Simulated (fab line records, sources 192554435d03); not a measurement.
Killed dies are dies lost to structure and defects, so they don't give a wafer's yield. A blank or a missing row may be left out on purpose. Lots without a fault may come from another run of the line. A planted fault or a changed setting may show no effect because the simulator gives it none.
A struck lot beside a sound one | flow n5_finfet | 28 steps out of a route of 1938
Sound: wafers L882.2, L882.4, L882.6. Struck: wafer L886.5. (L886.2 of the same lot was not struck and is left out.) The cause comes at the end.
At each step with rows: each side's tool, then ch and its chambers, then its first start. Under that, the readings that differ: sound wafers | struck wafers | difference of the means | sigmas: that difference in standard deviations of wafers without a fault.
alike: readings whose means differ by less than 2 such deviations, and words and numbers that are the same on both sides. not compared: withheld readings, readings that some wafer has no value for, bounds like >300 that may hide the same value, and numbers for which the record gives no deviation and whose values overlap.
The two part at a step that has a row with sigmas, a row that says differs or no value, or rows on one side only. Numbers that don't overlap but have no deviation are shown without sigmas and don't part them. A reading that every wafer of one side lacks parts them only if that side has two wafers or more.

N5_STI_FIN_REVEAL_ALD_14: deposits Si3N4, target thk 3 nm.
  sound on ald_sin-02 ch 0,2,3, day 4 23:17; struck on ald_sin-03 ch 0, day 5 23:26
  alike: heater_power_w
then, 3 steps without rows for these wafers: N5_STI_FIN_REVEAL_FCVD_FILL_01 (material SiO2 flowable, target thk 312 nm, time 512.2 s); N5_STI_FIN_REVEAL_DENSIFY_02 (time 1800 s); N5_STI_FIN_REVEAL_CMP_04 (polishes, stops on Si3N4, t overpolish 4 s, target thk 131.83 nm).
N5_STI_FIN_REVEAL_THK_MEAS_05:
  sound on film_metro-01, day 5 04:38; struck on film_metro-01, day 6 04:46
  alike: thk_nm
N5_STI_FIN_REVEAL_DENSIFY_30:
  sound on rtp_anneal-01 ch 0, day 5 04:41; struck on rtp_anneal-02 ch 0, day 6 04:59
  alike: lamp_power_pct, lamp_zone_7_pct
  not compared: wafer_temp_C_max
N5_STI_FIN_REVEAL_ETCHBACK_08: etches SiO2 in C4F6/O2, target depth 30.5 nm, time 10.167 s.
  sound on rie_diel-04 ch 0,2, day 5 04:52; struck on rie_diel-01 ch 0, day 6 05:10
  reading                     | sound       | struck | difference | sigmas
  drypump_motor_current_A (A) | 5.5 5.1 5.1 | 6.5    | +1.3       | +3
  alike: mfc_ar_sccm, oes_product_au, rf_vpp_V, showerhead_plenum_p_Torr, throttle_valve_pct
  not compared: rf_hours_counter_h
then, 5 steps without rows for these wafers: N5_STI_FIN_REVEAL_STRIP_24 (strips in N2/H2, time 90 s); N5_STI_FIN_REVEAL_PRECLEAN_25 (cleans in SPM, time 90 s); N5_STI_FIN_REVEAL_PRECLEAN_26 (cleans in SC1, time 45 s); N5_STI_FIN_REVEAL_PRECLEAN_29 (cleans in DHF, time 30 s); N5_STI_FIN_REVEAL_SRD_12 (time 30 s).
N5_STI_FIN_REVEAL_RECESS_09: chemistry HF/NH3, target SiO2, afs cycles 11, target depth 42.5 nm, sublimation time 60 s.
  sound on vapor_etch-02 ch 0,1, day 5 05:07; struck on vapor_etch-01 ch 0, day 6 06:29
  alike: drypump_motor_current_A, sublimation_temp_c
then, 2 steps without rows for these wafers: N5_STI_FIN_REVEAL_STRIP_16 (strips SiNx in H3PO4, target depth 23.8 nm); N5_STI_FIN_REVEAL_PRECLEAN_17 (cleans in NF3:NH3, afs cycles 1, time 20 s, sublimation time 60 s).
N5_STI_FIN_REVEAL_ETCH_34: etches Si in H2, material Si, target depth 0.97 nm.
  sound on rie_si-02 ch 2,3, day 5 07:13; struck on rie_si-01 ch 2, day 6 07:34
  alike: drypump_motor_current_A, oes_product_au, throttle_valve_pct
  not compared: rf_hours_counter_h
N5_STI_FIN_REVEAL_OXIDATION_31: chemistry O2 PLASMA REMOTE, time 20 s.
  sound on plasma_asher-01 ch 1, day 5 07:17; struck on plasma_asher-02 ch 0, day 6 07:38
  reading            | sound       | struck | difference | sigmas
  heater_power_w (W) | 124 125 122 | 152    | +28        | +2
  alike: drypump_motor_current_A
  not compared: rf_hours_counter_h
then, 6 steps without rows for these wafers: N5_STI_FIN_REVEAL_PRECLEAN_32 (cleans in NF3:NH3, afs cycles 1, time 20 s, sublimation time 60 s); N5_STI_FIN_REVEAL_STRIP_35 (strips Si3N4 in H3PO4, target depth 4 nm, time 39 s); N5_STI_FIN_REVEAL_SRD_21 (time 30 s); N5_STI_FIN_REVEAL_OXIDATION_33 (chemistry O2 PLASMA REMOTE, time 20 s); N5_STI_FIN_REVEAL_CLEAN_19 (cleans in O3/DIW, time 120 s); N5_STI_FIN_REVEAL_SRD_23 (time 30 s).
N5_STI_FIN_REVEAL_CD_MEAS_22: target cd 6.238 nm, pitch 28 nm.
  sound on cd_sem-01, day 5 08:05; struck on cd_sem-02, day 6 08:09
  alike: cd_nm
N5_STI_FIN_REVEAL_FIN_H_MEAS_10:
  sound on ocd-02, day 5 08:07; struck on ocd-02, day 6 08:11
  reading              | sound          | struck | difference | sigmas
  trench_depth_nm (nm) | 52.0 52.8 53.8 | 55.8   | +2.9       | +3
then, 1 step without rows for these wafers: N5_STI_FIN_REVEAL_PRECLEAN_18 (cleans in SC2, time 45 s).
-- the record jumps here: 5 days lie between the struck wafers' starts before and after (it left off in module STI_FIN_REVEAL and takes up again in module BEOL_M4, whose first step shown is number 1111 of the route) --
N5_BEOL_M4_RC_MEAS_101:
  sound on prober-01 ch 0, day 10 11:53; struck on prober-01 ch 0, day 11 11:38
  reading       | sound       | struck | difference | sigmas
  ION_N (uA/um) | 663 713 702 | 730    | +37        | +2
  alike: DIBL_N, DIBL_P, IOFF_N, IOFF_P, ION_P, SS_N, SS_P, VT_N, VT_P
N5_PASSIVATION_PROBE_49:
  the record has rows for the sound wafers here (prober-02, day 14 16:30) and none for the struck ones

WHERE THEY PART
First at N5_STI_FIN_REVEAL_ETCHBACK_08; last, within this record, at N5_PASSIVATION_PROBE_49.

WHY: what the simulator had put in
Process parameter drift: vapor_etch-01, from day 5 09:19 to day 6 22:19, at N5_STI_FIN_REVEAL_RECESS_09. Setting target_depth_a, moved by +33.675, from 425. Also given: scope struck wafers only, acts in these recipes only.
